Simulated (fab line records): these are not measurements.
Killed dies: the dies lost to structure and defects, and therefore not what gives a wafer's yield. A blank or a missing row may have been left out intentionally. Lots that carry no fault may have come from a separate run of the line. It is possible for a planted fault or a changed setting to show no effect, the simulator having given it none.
Which of the tools did it? | flow n5Finfet | 72 wafers from 24 lots sampled at 2 of the route's 1938 steps

WHAT THE GAUGES SHOWED, per wafer
N5_BEOL_M2_CD_MEAS_35: target cd 18 nm, target cd y 22.2 nm. Usual: cdNm 18.1 nm, standard deviation 0.39.
lot  | measured     | on       | cdNm (nm)      | flag
L074 | day 7 21:45  | cdSem-02 | 18.3 18.3 18.6 | 
L075 | day 8 03:10  | cdSem-03 | 17.8 17.7 17.8 | 
L078 | day 8 03:20  | cdSem-03 | 18.3 18.9 17.9 | 
L076 | day 8 04:00  | cdSem-02 | 17.8 18.5 18.4 | 
L077 | day 8 06:34  | cdSem-01 | 18.5 18.2 18.4 | 
L079 | day 8 07:38  | cdSem-02 | 17.8 17.7 18.2 | 
L080 | day 8 07:41  | cdSem-01 | 18.0 17.4 17.9 | 
L081 | day 8 10:15  | cdSem-02 | 18.4 18.2 18.4 | 
L082 | day 8 19:48  | cdSem-02 | 17.9 18.1 17.4 | 
L083 | day 9 02:29  | cdSem-02 | 17.4 17.5 17.6 | 
L084 | day 9 12:40  | cdSem-03 | 18.2 17.9 18.3 | 
L085 | day 9 23:08  | cdSem-01 | 18.2 18.2 17.9 | 
L086 | day 10 06:16 | cdSem-03 | 18.1 18.2 17.6 | 
L088 | day 10 19:13 | cdSem-01 | 17.7 19.0 18.3 | 
L087 | day 10 22:21 | cdSem-02 | 18.1 18.3 18.0 | 
L089 | day 10 22:21 | cdSem-03 | 17.7 17.3 18.1 | 
L090 | day 10 23:19 | cdSem-02 | 18.3 17.9 18.1 | 
L092 | day 11 01:55 | cdSem-01 | 18.0 17.8 17.8 | 
L091 | day 11 03:07 | cdSem-01 | 17.9 18.6 18.3 | 
L093 | day 11 12:59 | cdSem-02 | 18.0 18.4 18.6 | 
L094 | day 11 16:12 | cdSem-01 | 18.3 18.4 18.2 | 
L096 | day 12 04:22 | cdSem-02 | 18.2 18.3 17.3 | 
L095 | day 12 17:58 | cdSem-01 | 18.3 18.5 18.5 | 
L097 | day 13 02:25 | cdSem-02 | 18.5 18.5 18.0 | 

WHICH TOOL RAN EACH LOT (tool, then ch and the chambers of the sampled wafers, then the start)
lot  | N5_BEOL_M2_STRIP_97
L074 | rieDiel-03 ch 0,1, day 7 21:45 or earlier
L075 | rieDiel-01 ch 1,2,3, day 8 03:10 or earlier
L078 | rieDiel-06 ch 0,1,2, day 8 03:20 or earlier
L076 | rieDiel-03 ch 0,2,3, day 8 04:00 or earlier
L077 | rieDiel-03 ch 0,1,2, day 8 06:34 or earlier
L079 | rieDiel-01 ch 0,1, day 8 07:38 or earlier
L080 | rieDiel-03 ch 0,1,2, day 8 07:41 or earlier
L081 | rieDiel-03 ch 0,2,3, day 8 10:15 or earlier
L082 | rieDiel-01 ch 0,1, day 8 19:48 or earlier
L083 | rieDiel-06 ch 0,1,3, day 9 02:29 or earlier
L084 | rieDiel-03 ch 0,1,3, day 9 12:40 or earlier
L085 | rieDiel-03 ch 0,2,3, day 9 23:08 or earlier
L086 | rieDiel-03 ch 1,2, day 10 06:16 or earlier
L088 | rieDiel-01 ch 0,2,3, day 10 19:13 or earlier
L087 | rieDiel-01 ch 0,1,2, day 10 22:21 or earlier
L089 | rieDiel-06 ch 2,3, day 10 22:21 or earlier
L090 | rieDiel-06 ch 0,3, day 10 23:19 or earlier
L092 | rieDiel-03 ch 0,1,2, day 11 01:55 or earlier
L091 | rieDiel-06 ch 0,2,3, day 11 03:07 or earlier
L093 | rieDiel-01 ch 0,2,3, day 11 12:59 or earlier
L094 | rieDiel-01 ch 1,2, day 11 16:12 or earlier
L096 | rieDiel-01 ch 0,1,2, day 12 04:22 or earlier
L095 | rieDiel-06 ch 0,1,3, day 12 17:58 or earlier
L097 | rieDiel-06 ch 0,1,3, day 13 02:25 or earlier
- N5_BEOL_M2_STRIP_97: strips in N2/H2, time 10 s.

AS READ BY THE TOOLS THEMSELVES (means over the sampled wafers that have a number; for cases with no such wafer, the mark the record gives instead)
N5_BEOL_M2_STRIP_97. Usual: drypumpMotorCurrentA 5.9 A, standard deviation 0.42; oesProductAu 0.78 a.u., standard deviation 0.072; rfVppV 59.1 V, standard deviation 0.87; showerheadPlenumPTorr 2.54 Torr, standard deviation 0.072; throttleValvePct 23.56 %, standard deviation 0.26.
lot  | tool       | drypumpMotorCurrentA (A) | oesProductAu (a.u.) | rfVppV (V) | showerheadPlenumPTorr (Torr) | throttleValvePct (%) | flag
L074 | rieDiel-03 | 5.7                      | 0.78                | 59.9       | 2.55                         | 23.61                | 
L075 | rieDiel-01 | 6.1                      | 0.78                | 58.3       | 2.50                         | 23.63                | 
L078 | rieDiel-06 | 5.9                      | 0.75                | 59.3       | 2.59                         | 23.57                | 
L076 | rieDiel-03 | 5.9                      | 0.77                | 59.3       | 2.50                         | 23.50                | 
L077 | rieDiel-03 | 5.7                      | 0.75                | 59.7       | 2.54                         | 23.65                | 
L079 | rieDiel-01 | 6.3                      | 0.76                | 59.3       | 2.56                         | 23.63                | 
L080 | rieDiel-03 | 5.7                      | 0.75                | 59.9       | 2.54                         | 23.65                | 
L081 | rieDiel-03 | 5.9                      | 0.77                | 58.4       | 2.50                         | 23.51                | 
L082 | rieDiel-01 | 6.1                      | 0.74                | 58.7       | 2.48                         | 23.41                | 
L083 | rieDiel-06 | 5.8                      | 0.78                | 59.8       | 2.61                         | 23.59                | 
L084 | rieDiel-03 | 6.0                      | 0.79                | 59.6       | 2.51                         | 23.48                | 
L085 | rieDiel-03 | 5.9                      | 0.75                | 59.3       | 2.49                         | 23.52                | 
L086 | rieDiel-03 | 5.4                      | 0.78                | 59.2       | 2.57                         | 23.67                | 
L088 | rieDiel-01 | 6.3                      | 0.78                | 58.5       | 2.57                         | 23.88                | 
L087 | rieDiel-01 | 6.2                      | 0.79                | 58.3       | 2.53                         | 23.57                | 
L089 | rieDiel-06 | 5.4                      | 0.74                | 58.6       | 2.54                         | 23.49                | 
L090 | rieDiel-06 | 5.4                      | 0.80                | 59.3       | 2.59                         | 23.43                | 
L092 | rieDiel-03 | 5.7                      | 0.74                | 59.4       | 2.53                         | 23.68                | 
L091 | rieDiel-06 | 5.5                      | 0.77                | 59.3       | 2.57                         | 23.41                | 
L093 | rieDiel-01 | 6.3                      | 0.78                | 59.2       | 2.57                         | 23.89                | 
L094 | rieDiel-01 | 6.0                      | 0.76                | 59.5       | 2.45                         | 23.35                | 
L096 | rieDiel-01 | 6.3                      | 0.77                | 59.6       | 2.53                         | 23.59                | 
L095 | rieDiel-06 | 5.8                      | 0.84                | 58.9       | 2.60                         | 23.53                | 
L097 | rieDiel-06 | 5.8                      | 0.82                | 59.5       | 2.59                         | 23.53                | 

THE ANSWER, worked out from the rows above alone
Rule: a lot counts as off when the mean over its wafers that have a number is more than 3 standard deviations away from the usual mean. A lot without any number at a reading at which 4 lots or more have one is off too. All remaining lots with rows at the step are treated as sound. Order of review: gauges by route order, followed by the tools' own readings, for which a lot's mean as printed above is used. At the first step where some lot is off, the reading lying furthest off is the one used; lots without a number count as furthest.
Nothing can be told from this: no lot is off at any reading shown.

WHAT HAD BEEN PUT IN BY THE SIMULATOR
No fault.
